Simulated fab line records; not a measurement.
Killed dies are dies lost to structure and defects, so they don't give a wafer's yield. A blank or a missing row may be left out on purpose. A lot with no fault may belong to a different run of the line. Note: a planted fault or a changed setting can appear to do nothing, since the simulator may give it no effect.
Code-filled problem report in 8D (eight disciplines) form -- flow nandHarc -- the parts of the form that need people (team, actions taken, sign-off) are left out

1. THE ISSUE
At NHARC_END_SORT_01, killedAtArray averages 612 over 4 wafers from 3 lots, while fault-free wafers read 51, standard deviation 17. Relative to the usual mean, that is a shift of +33 standard deviations.
First seen on wafer L887.2, day 33 05:16, on prober-01. The record holds 9 wafers of 3 lots with a number at this step. Rule for "out", or "out of limits": more than 4 standard deviations from the usual mean. The other wafers with a number count as sound.

2. WHAT IT IS, AND WHAT IT ISN'T
question,is,is not
which readings at this step,"killedAtArray, killedDies","killedAtPeriphery, killedOpen, killedShort"
which lots,"L885, L886, L887",-
which wafers of those lots,"L885.2, L885.6, L886.6, L887.2","L885.4, L886.3, L886.5, L887.3, L887.5"
read on which gauges,"prober-01, prober-02",-
when,from day 33 05:16,"up to then (0 sound wafers); but 5 sound wafers of L885, L886, L887 came after"

3. THE SUSPECTS, EACH WITH WHAT RULES IT OUT
Counting: a tool at a process step up to the reading stays a suspect if it ran every lot that is out. Sound lots after the first of them don't rule it out here, since some wafers of a struck lot are sound.
- the gauge at NHARC_END_SORT_01 is ruled out. 2 gauges (prober-01, prober-02) read the wafers that are out.
- rieDiel-03 at NHARC_A_STAIRCASE_TRIM_224 (chemistry O2, time 211.2 s): kept. It ran every lot that is out, first L885 (day 24 15:51). Because NHARC_A_STAIRCASE_TRIM_224 lacks a start for some lots, the hours and order of its lots are taken from NHARC_A_STAIRCASE_ETCH_227.
- rieDiel-03 at NHARC_A_STAIRCASE_ETCH_225 (etches the open film in C4F8/O2, target depth 100 nm, time 40.5 s): kept. It ran every lot that is out, first L885 (day 24 15:51). Because NHARC_A_STAIRCASE_ETCH_225 lacks a start for some lots, the hours and order of its lots are taken from NHARC_A_STAIRCASE_ETCH_227.
- rieDiel-03 at NHARC_A_STAIRCASE_ETCH_227 (etches the open film in C4F8/O2, target depth 100 nm, time 40.5 s): kept. It ran every lot that is out, first L885 (day 24 15:51). Out on those wafers are its own readings of oesProductAu.
rieDiel-03 at NHARC_A_STAIRCASE_TRIM_224, rieDiel-03 at NHARC_A_STAIRCASE_ETCH_225 and rieDiel-03 at NHARC_A_STAIRCASE_ETCH_227 are what is left after counting.

4. THE CAUSE (what the simulator had put in)
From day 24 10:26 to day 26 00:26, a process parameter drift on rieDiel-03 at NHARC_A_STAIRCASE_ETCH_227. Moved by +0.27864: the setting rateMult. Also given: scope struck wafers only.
Of the 3 suspects that counting leaves, this tool is one.

5. THE CHAIN OF EFFECTS, in route order
Rows list readings where the struck wafers' mean (over those with a number) sits beyond 3 standard deviations from the usual. Only readings whose record carries a usual standard deviation are examined. hours: median over the lots of the time between each lot's start at the first step of this table that gives one and its start at this step. sigmas: the change, counted in usual standard deviations.
hours,step,reading,usual,on struck wafers,change,sigmas
0,NHARC_A_STAIRCASE_ETCH_227,oesProductAu,0.942 a.u.,1.105,+0.163,+17
205,NHARC_END_SORT_01,killedAtArray,51,612,+561,+33
205,NHARC_END_SORT_01,killedDies,57,620,+563,+31
Here are the process steps it includes:
- NHARC_A_STAIRCASE_ETCH_227: etches the open film in C4F8/O2, target depth 100 nm, time 40.5 s.

6. WHAT WOULD HAVE CAUGHT IT SOONER
In this record the first reading out of limits at a measuring or inspecting step was taken at day 33 05:16, 211 hours after the fault began at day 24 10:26.
The tool's own readings at NHARC_A_STAIRCASE_ETCH_227 were out on every struck wafer that the step has a row for (oesProductAu): an alarm limit on them would have fired on the first of those.
By day 33 05:16, every lot that is out (3) had started NHARC_A_STAIRCASE_ETCH_227 on rieDiel-03. None of them would have been spared by holding the tool at that moment.
